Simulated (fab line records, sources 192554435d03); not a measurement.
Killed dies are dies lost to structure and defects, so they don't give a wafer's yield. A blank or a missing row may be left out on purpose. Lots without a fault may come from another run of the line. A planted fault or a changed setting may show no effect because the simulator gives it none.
Chamber matching | flow n5_finfet | N5_MOL_CONTACT_COAG_ETCH_91 on rie_diel-04: 4 sister chambers
The step etches SOC in N2/H2, target depth 60 nm, overetch 21 nm, time 101.2 s. 4 wafers are shown with their chamber, then 8 later ones without.

WAFERS WITH THEIR CHAMBER
wafer  | chamber | showerhead_plenum_p_Torr (Torr)
L077.5 | 1       | 2.62
L085.3 | 2       | 2.42
L085.4 | 0       | 2.55
L086.1 | 3       | 2.39

WAFERS WITHOUT THEIR CHAMBER
wafer  | showerhead_plenum_p_Torr (Torr)
L086.5 | 2.61
L086.6 | 2.42
L087.1 | 2.39
L087.2 | 2.61
L087.5 | 2.42
L090.3 | 2.61
L090.4 | 2.42
L090.5 | 2.55

WHICH CHAMBER EACH WENT THROUGH
wafer  | from the rows above | in truth
L086.5 | 1                   | 1
L086.6 | 2                   | 2
L087.1 | 3                   | 3
L087.2 | 1                   | 1
L087.5 | 2                   | 2
L090.3 | 1                   | 1
L090.4 | 2                   | 2
L090.5 | 0                   | 0
Placed correctly: 8 of 8. Can't be placed from these rows: 0. Placed wrongly: 0.
How it was worked out, from the rows above alone: a wafer's distance from a chamber is the root of the sum, over the readings, of the square of ((its reading less the chamber's mean) divided by the reading's scatter). The wafer belongs to the nearest chamber; if the next one is less than 2 further off, it can't be placed. A chamber's mean is the mean of its shown wafers. The scatter: with one shown wafer a chamber, the root of the mean of the squares of how far each hidden wafer lies from its nearest shown one.
